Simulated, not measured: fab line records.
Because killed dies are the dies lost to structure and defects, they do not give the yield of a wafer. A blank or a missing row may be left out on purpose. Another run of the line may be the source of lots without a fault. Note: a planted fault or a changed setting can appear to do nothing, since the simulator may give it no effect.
Matching of chambers ; flow nand harc ; NHARC_A_STAIRCASE_ALD_415 on ald hk-03 has 4 sister chambers
The step deposits SiO2, target thk 30 nm, pulse time 6 s, ald cycles 300. 4 wafers are shown with their chamber, then 8 later ones without.

## EACH WAFER AND ITS CHAMBER
wafer;chamber;heater power w (W)
L080.6;0;452
L082.3;3;357
L085.6;1;440
L084.1;2;548

## WAFERS WHOSE CHAMBER IS MISSING
wafer;heater power w (W)
L084.4;435
L084.5;519
L086.1;450
L086.2;462
L086.4;372
L095.3;379
L095.5;372
L095.6;494

## CHAMBER TAKEN BY EACH
wafer;from the rows above;in truth
L084.4;can't be placed: 1 or 0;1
L084.5;can't be placed: 2 or 0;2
L086.1;can't be placed: 0 or 1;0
L086.2;can't be placed: 0 or 1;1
L086.4;3;3
L095.3;can't be placed: 3 or 1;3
L095.5;3;3
L095.6;can't be placed: 0 or 1 or 2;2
Correctly placed: 2 of 8. Cannot be placed on the basis of these rows: 6; the candidates contain the true chamber in 6. Number placed wrongly: 0.
How it was worked out, from the rows above alone: a wafer's distance from a chamber is the root of the sum, over the readings, of the square of ((its reading less the chamber's mean) divided by the reading's scatter). The wafer belongs to the nearest chamber; if the next one is less than 2 further off, it can't be placed. The mean given for a chamber averages the wafers shown for that chamber. The scatter: root of mean squared gap, hidden wafer to nearest shown wafer, with one shown wafer a chamber.
